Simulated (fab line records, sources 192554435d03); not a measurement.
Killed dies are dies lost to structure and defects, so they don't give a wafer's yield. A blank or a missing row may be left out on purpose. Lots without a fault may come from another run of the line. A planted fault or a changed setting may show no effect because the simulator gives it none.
Which tool did it? | flow n5_finfet | 9 lots, 26 wafers sampled, at 4 steps of a route of 1938

WHAT THE GAUGES READ, wafer by wafer
N5_SD_EPI_N_CD_MEAS_09: target cd 120 nm.
lot  | measured    | on        | cd_nm (nm)
L308 | day 3 02:46 | cd_sem-03 | 119.6 118.7 120.3
L310 | day 3 14:49 | cd_sem-03 | 120.4 119.4
L316 | day 5 04:34 | cd_sem-03 | 120.3 121.0 122.2
L318 | day 5 15:58 | cd_sem-01 | 116.1 115.2 115.6
L320 | day 6 00:15 | cd_sem-02 | 116.8 116.9 117.3
L321 | day 6 08:23 | cd_sem-01 | 116.6 115.7 117.3
L326 | day 7 13:11 | cd_sem-03 | 119.9 120.0 119.1
L327 | day 7 18:34 | cd_sem-02 | 120.2 118.9 119.2
L331 | day 8 20:02 | cd_sem-01 | 118.8 119.7 119.7

WHICH TOOL RAN EACH LOT (tool, then ch and the chambers of the sampled wafers, then the start)
lot  | N5_DUMMY_GATE_TRIM_49           | N5_DUMMY_GATE_HM_OPEN_21          | N5_SD_EPI_N_PEB_07
L308 | rie_si-02 ch 0,1, day 3 00:38   | rie_diel-02 ch 0,3, day 3 00:59   | litho_track-02 ch 0, day 3 02:42
L310 | rie_si-06 ch 0,1, day 3 12:45   | rie_diel-02 ch 0,3, day 3 13:10   | litho_track-03 ch 0, day 3 14:44
L316 | rie_si-02 ch 1,2,3, day 5 01:26 | rie_diel-02 ch 0,3, day 5 01:59   | litho_track-02 ch 0, day 5 04:30
L318 | rie_si-06 ch 0,2,3, day 5 13:50 | rie_diel-05 ch 0,1,2, day 5 14:12 | litho_track-02 ch 0, day 5 15:55
L320 | rie_si-06 ch 1,2,3, day 5 22:06 | rie_diel-06 ch 0,1,2, day 5 22:23 | litho_track-02 ch 0, day 6 00:11
L321 | rie_si-06 ch 2,3, day 6 06:28   | rie_diel-05 ch 0,2,3, day 6 06:44 | litho_track-02 ch 0, day 6 08:19
L326 | rie_si-01 ch 0,2,3, day 7 11:07 | rie_diel-02 ch 0,1,2, day 7 11:28 | litho_track-03 ch 0, day 7 13:07
L327 | rie_si-02 ch 0,1,2, day 7 16:28 | rie_diel-02 ch 0,2, day 7 16:45   | litho_track-03 ch 0, day 7 18:30
L331 | rie_si-01 ch 1,3, day 8 17:09   | rie_diel-02 ch 2,3, day 8 17:43   | litho_track-03 ch 0, day 8 19:58
- N5_DUMMY_GATE_TRIM_49: chemistry O2, time 29 s, target cd 14 nm.
- N5_DUMMY_GATE_HM_OPEN_21: chemistry CH3F/O2, target SiNx, target depth 120 nm, time 171.4 s.
- N5_SD_EPI_N_PEB_07: peb time 60 s.

THE ANSWER, worked out from the rows above alone
Rule: what is usual is taken from the lots themselves. Put in order of their means at a reading, lots are off if they are a third of the lots or fewer, leave a main group of 4 or more, and stand apart from it by a gap of 3 or more times the standard deviation of the main group's means; of several such gaps the widest counts. A main group whose means are all the same, to the digits that the tables above print for the reading, isn't used. A lot without any number at a reading at which 4 lots or more have one is off too. The other lots that the step has rows for count as sound.
Off: L318, L320, L321, at N5_SD_EPI_N_CD_MEAS_09 (cd_nm). The main group: mean 119.9 nm, standard deviation 0.61.
A tool fits if, at a process step before that reading, it ran every lot that is off, and no sound lot after the first of them. The gauges at N5_SD_EPI_N_CD_MEAS_09 are tried like those tools. Can't be told from this: 2 tools fit, rie_si-06 at N5_DUMMY_GATE_TRIM_49, litho_track-02 at N5_SD_EPI_N_PEB_07.

WHAT THE SIMULATOR HAD PUT IN
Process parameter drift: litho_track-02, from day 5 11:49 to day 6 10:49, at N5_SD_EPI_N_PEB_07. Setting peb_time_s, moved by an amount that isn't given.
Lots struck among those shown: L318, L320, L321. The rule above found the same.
